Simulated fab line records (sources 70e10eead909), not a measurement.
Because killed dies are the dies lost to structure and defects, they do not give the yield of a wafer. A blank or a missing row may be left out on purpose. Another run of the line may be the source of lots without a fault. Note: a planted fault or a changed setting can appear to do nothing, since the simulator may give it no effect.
Matching of chambers + flow nandHarc + 4 sister chambers for NHARC_P_CONTACT_CMP_01 on cmp-01
The step polishes SiO2, target thk 200 nm. 8 wafers are shown with their chamber, then 8 later ones without.

## EACH WAFER AND ITS CHAMBER
| wafer  | chamber | motorCurrentA (A) |
|--------|---------|-------------------|
| L080.1 | 3       | 12.5              |
| L080.4 | 2       | 13.7              |
| L080.5 | 2       | 14.3              |
| L080.6 | 1       | 10.4              |
| L083.2 | 3       | 12.3              |
| L083.3 | 1       | 9.9               |
| L083.5 | 0       | 12.7              |
| L088.2 | 0       | 13.6              |

## WAFERS WHOSE CHAMBER IS MISSING
| wafer  | motorCurrentA (A) |
|--------|-------------------|
| L088.4 | 13.4              |
| L088.5 | 12.5              |
| L089.2 | 10.0              |
| L089.4 | 12.4              |
| L089.6 | 13.5              |
| L093.3 | 9.6               |
| L093.4 | 13.5              |
| L093.5 | 12.7              |

## EACH ONE'S CHAMBER
| wafer  | from the rows above          | in truth |
|--------|------------------------------|----------|
| L088.4 | can't be placed: 0 or 2 or 3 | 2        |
| L088.5 | can't be placed: 3 or 0      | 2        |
| L089.2 | 1                            | 1        |
| L089.4 | can't be placed: 3 or 0      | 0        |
| L089.6 | can't be placed: 0 or 2 or 3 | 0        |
| L093.3 | 1                            | 1        |
| L093.4 | can't be placed: 0 or 2 or 3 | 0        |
| L093.5 | can't be placed: 3 or 0      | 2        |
2 of 8 placed correctly. Can't be placed from these rows: 6 (the true chamber is among the candidates in 4). Number placed wrongly: 0.
How it was worked out, from the rows above alone: a wafer's distance from a chamber is the root of the sum, over the readings, of the square of ((its reading less the chamber's mean) divided by the reading's scatter). If the next closest chamber is less than 2 further off than the closest, the wafer can't be placed; otherwise it belongs to the closest. Each chamber's mean is taken over the wafers shown for it. How the scatter is found: for the shown wafers, subtract from each reading the mean of its chamber, square and add these, divide the total by (wafers less chambers), then take the root.
